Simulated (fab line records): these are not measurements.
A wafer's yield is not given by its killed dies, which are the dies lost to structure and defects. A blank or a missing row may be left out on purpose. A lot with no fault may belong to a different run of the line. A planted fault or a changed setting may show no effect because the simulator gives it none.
Which tool was responsible? || flow n5Finfet || 33 wafers from 11 lots sampled at 2 of the route's 1938 steps

## WHAT THE GAUGES READ, wafer by wafer
N5_BEOL_M13_OVL_MEAS_11.
{"lot": "L182", "measured": "day 11 05:38", "on": "overlay-01", "V12_OVL (nm)": "0 4 1"}
{"lot": "L184", "measured": "day 11 11:26", "on": "overlay-01", "V12_OVL (nm)": "-4 -10 -2"}
{"lot": "L185", "measured": "day 11 19:37", "on": "overlay-02", "V12_OVL (nm)": "-5 -11 0"}
{"lot": "L187", "measured": "day 12 11:31", "on": "overlay-01", "V12_OVL (nm)": "-4 -11 1"}
{"lot": "L188", "measured": "day 13 02:51", "on": "overlay-01", "V12_OVL (nm)": "1 -12 -1"}
{"lot": "L193", "measured": "day 13 21:58", "on": "overlay-02", "V12_OVL (nm)": "6 -6 -6"}
{"lot": "L194", "measured": "day 14 08:16", "on": "overlay-02", "V12_OVL (nm)": "-21 -14 -7"}
{"lot": "L195", "measured": "day 14 14:51", "on": "overlay-02", "V12_OVL (nm)": "0 -11 -6"}
{"lot": "L201", "measured": "day 17 04:51", "on": "overlay-02", "V12_OVL (nm)": "-6 -5 -12"}
{"lot": "L204", "measured": "day 17 10:31", "on": "overlay-02", "V12_OVL (nm)": "1 -8 -3"}
{"lot": "L205", "measured": "day 18 01:08", "on": "overlay-02", "V12_OVL (nm)": "-15 -15 -5"}

N5_BEOL_M13_INSPECT_12: inspects for defects (macro).
{"lot": "L182", "measured": "day 11 05:40", "on": "defectInspect-01", "rawDefectCount": "4 2 3"}
{"lot": "L184", "measured": "day 11 11:28", "on": "defectInspect-02", "rawDefectCount": "0 1 1"}
{"lot": "L185", "measured": "day 11 19:38", "on": "defectInspect-02", "rawDefectCount": "2 3 3"}
{"lot": "L187", "measured": "day 12 11:32", "on": "defectInspect-02", "rawDefectCount": "0 1 5"}
{"lot": "L188", "measured": "day 13 02:52", "on": "defectInspect-01", "rawDefectCount": "2 1 0"}
{"lot": "L193", "measured": "day 13 22:00", "on": "defectInspect-01", "rawDefectCount": "0 1 0"}
{"lot": "L194", "measured": "day 14 08:17", "on": "defectInspect-01", "rawDefectCount": "4 2 2"}
{"lot": "L195", "measured": "day 14 14:53", "on": "defectInspect-02", "rawDefectCount": "1 1 4"}
{"lot": "L201", "measured": "day 17 04:53", "on": "defectInspect-01", "rawDefectCount": "3 2 1"}
{"lot": "L204", "measured": "day 17 10:32", "on": "defectInspect-01", "rawDefectCount": "1 2 4"}
{"lot": "L205", "measured": "day 18 01:10", "on": "defectInspect-02", "rawDefectCount": "3 2 3"}

## WHAT TOOL EACH LOT RAN ON (gives the tool, then ch and the chambers of the sampled wafers, and finally the start)
The record shows no process step preceding these readings.

## WHAT THE TOOLS THEMSELVES READ (means of the sampled wafers that have a number; where no wafer has one, the mark that the record gives instead)
The record holds no such reading with a usual standard deviation.

## THE ANSWER, worked out from the rows above alone
Rule: the lots themselves supply what counts as usual. The widest of any qualifying gaps counts: lots, ordered by their means at a reading, are off when they make up no more than a third of the lots, leave a main group of 4 or more, and stand apart from it by 3 or more times the standard deviation of that group's means. Not used: any main group whose means are identical at the precision the tables above print for the reading. A lot without any number at a reading at which 4 lots or more have one is off too. The other lots that the step has rows for count as sound. Order of review: gauges by route order, followed by the tools' own readings, for which a lot's mean as printed above is used. The first step at which some lot is off is used, and at that step the reading that is off furthest; a lot without a number counts as furthest.
No lot is off on any of the readings shown, so nothing can be concluded from this.

## WHAT HAD BEEN PUT IN BY THE SIMULATOR
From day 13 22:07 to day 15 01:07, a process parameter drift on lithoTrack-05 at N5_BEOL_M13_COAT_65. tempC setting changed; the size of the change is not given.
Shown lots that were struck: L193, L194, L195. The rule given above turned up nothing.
